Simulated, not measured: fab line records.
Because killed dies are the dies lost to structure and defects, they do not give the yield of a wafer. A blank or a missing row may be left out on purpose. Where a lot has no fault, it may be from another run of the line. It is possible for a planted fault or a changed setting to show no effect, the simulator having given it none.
Matching of chambers	flow n5Finfet	rieDiel-02 running N5_FIN_SAQP_DESCUM_21: 4 sister chambers
The step chemistry O2, time 7.9 s. 4 wafers are shown with their chamber, then 10 later ones without.

== WAFERS PAIRED WITH THEIR CHAMBERS ==
wafer	chamber	showerheadPlenumPTorr (Torr)
L082.6	1	2.07
L086.3	0	2.22
L087.1	2	2.02
L087.2	3	2.25

== WAFERS WITH NO CHAMBER GIVEN ==
wafer	showerheadPlenumPTorr (Torr)
L087.3	2.07
L092.2	2.21
L092.5	2.21
L092.6	2.06
L093.1	2.21
L093.3	2.06
L093.4	2.01
L095.1	2.06
L095.4	2.24
L095.6	2.01

== THE CHAMBER EACH PASSED THROUGH ==
wafer	from the rows above	in truth
L087.3	1	1
L092.2	0	0
L092.5	0	0
L092.6	1	1
L093.1	0	0
L093.3	1	1
L093.4	2	2
L095.1	1	1
L095.4	can't be placed: 3 or 0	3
L095.6	2	2
Correct placement for 9 of the 10. Can't be placed from these rows: 1 (the true chamber is among the candidates in 1). Wrongly placed: 0.
How it was worked out, from the rows above alone: a wafer's distance from a chamber is the root of the sum, over the readings, of the square of ((its reading less the chamber's mean) divided by the reading's scatter). The wafer belongs to the nearest chamber; if the next one is less than 2 further off, it can't be placed. A chamber's mean is the mean of its shown wafers. The scatter (one wafer shown for each chamber): square how far every hidden wafer sits from the nearest shown wafer, average those squares and take the square root.
